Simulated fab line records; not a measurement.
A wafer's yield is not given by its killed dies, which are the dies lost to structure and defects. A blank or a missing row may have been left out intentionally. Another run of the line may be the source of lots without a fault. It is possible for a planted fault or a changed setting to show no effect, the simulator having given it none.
Comparing a struck lot with a sound one + flow n5 finfet + 14 steps out of a route of 1938
Sound: the wafers L520.1, L520.2, L520.5. The struck wafers were L513.4, L513.5. At the end, the cause is stated.
At each step with rows: each side's tool, then ch and its chambers, then its first start. Under that, the readings that differ: sound wafers + struck wafers + difference of the means + sigmas: that difference in standard deviations of wafers without a fault.
alike: a reading whose means differ by less than 2 such deviations, as well as words and numbers matching on both sides. not compared: withheld readings; readings where some wafer has no value; bounds like >300 that might hide an equal value; numbers whose values overlap and for which the record gives no deviation.
A row with sigmas, a row that says differs or no value, or rows on one side alone: a step with any of these is where the two part. When numbers do not overlap yet have no deviation, they are printed without sigmas and do not part them. A reading that every wafer of one side lacks parts them only if that side has two wafers or more.

first, 5 steps without rows for these wafers: N5_PASSIVATION_SOFTBAKE_05 (time 90 s); N5_PASSIVATION_EXPOSE_07 (exposes mask TV, defocus 0 nm, target cd 3000 nm); N5_PASSIVATION_PEB_08; N5_PASSIVATION_DEVELOP_09 (develop time 60 s); N5_PASSIVATION_HARDBAKE_11 (time 120 s).
N5_PASSIVATION_CD_MEAS_10: the cd target is 3000 nm.
  sound on cd sem-02 ch 0, day 16 16:30; struck on cd sem-01 ch 0, day 14 16:17
  alike: cd nm
N5_PASSIVATION_OVL_MEAS_60:
  sound on overlay-02 ch 0, day 16 16:32; struck on overlay-01 ch 0, day 14 16:19
  alike: TV_OVL
N5_PASSIVATION_INSPECT_61: inspects for defects (macro).
  sound on defect inspect-01, day 16 16:33; struck on defect inspect-01, day 14 16:20
  alike: raw defect count
N5_PASSIVATION_DESCUM_12: chemistry O2, time 7.9 s.
  sound on rie diel-06 ch 0,2, day 16 16:51; struck on rie diel-03 ch 1,2, day 14 16:28
| reading                     | sound       | struck  | difference | sigmas |
|-----------------------------|-------------|---------|------------|--------|
| drypump motor current A (A) | 5.8 5.2 5.2 | 6.1 6.3 | +0.8       | +2     |
  alike: oes product au, rf vpp V, showerhead plenum p Torr, throttle valve pct
  not compared: rf hours counter h
N5_PASSIVATION_PASS_ETCH_74: etches SiNx in CF4/O2, target depth 220 nm, time 110 s.
  sound on rie diel-06 ch 0,2, day 16 16:55; struck on rie diel-03 ch 1,2, day 14 16:32
| reading                     | sound       | struck  | difference | sigmas |
|-----------------------------|-------------|---------|------------|--------|
| drypump motor current A (A) | 5.7 5.2 5.2 | 6.1 6.3 | +0.8       | +2     |
  alike: oes product au, rf vpp V, showerhead plenum p Torr, throttle valve pct
  not compared: rf hours counter h
N5_PASSIVATION_VIA_ETCH_13: etches SiO2 in CHF3/O2, target depth 660 nm, time 330 s.
  sound on rie diel-06 ch 0,2, day 16 17:01; struck on rie diel-03 ch 1,2, day 14 16:38
| reading                     | sound       | struck  | difference | sigmas |
|-----------------------------|-------------|---------|------------|--------|
| drypump motor current A (A) | 5.7 5.2 5.2 | 6.1 6.3 | +0.8       | +2     |
  alike: etch rf on time s, oes product au, rf vpp V, showerhead plenum p Torr, throttle valve pct
  not compared: rf hours counter h
N5_PASSIVATION_STRIP_14: strips in O2.
  sound on rie diel-06 ch 0,2, day 16 17:13; struck on rie diel-03 ch 1,2, day 14 16:50
| reading                     | sound       | struck  | difference | sigmas |
|-----------------------------|-------------|---------|------------|--------|
| drypump motor current A (A) | 5.8 5.2 5.2 | 6.1 6.3 | +0.8       | +2     |
  alike: oes product au, rf vpp V, showerhead plenum p Torr, throttle valve pct
  not compared: rf hours counter h
N5_PASSIVATION_ETCH_15: etches SiCN in CF4/N2, target depth 75 nm, time 81.2 s.
  sound on rie diel-06 ch 0,2, day 16 17:15; struck on rie diel-03 ch 1,2, day 14 16:52
| reading                     | sound             | struck      | difference | sigmas |
|-----------------------------|-------------------|-------------|------------|--------|
| drypump motor current A (A) | 5.8 5.2 5.2       | 6.1 6.3     | +0.8       | +2     |
| model.etch.depth nm (nm)    | 65.75 64.67 64.85 | 74.52 76.26 | +10.30     |        |
  alike: n2 flow sccm, oes product au, rf vpp V, showerhead plenum p Torr, throttle valve pct
  not compared: rf hours counter h
then, 1 step without rows for these wafers: N5_PASSIVATION_STRIP_73 (strips in post etch residue remover, time 60 s).

== WHERE THEY PART ==
Last at N5_PASSIVATION_ETCH_15 as far as this record goes, first at N5_PASSIVATION_DESCUM_12.

WHY: the cause the simulator had injected
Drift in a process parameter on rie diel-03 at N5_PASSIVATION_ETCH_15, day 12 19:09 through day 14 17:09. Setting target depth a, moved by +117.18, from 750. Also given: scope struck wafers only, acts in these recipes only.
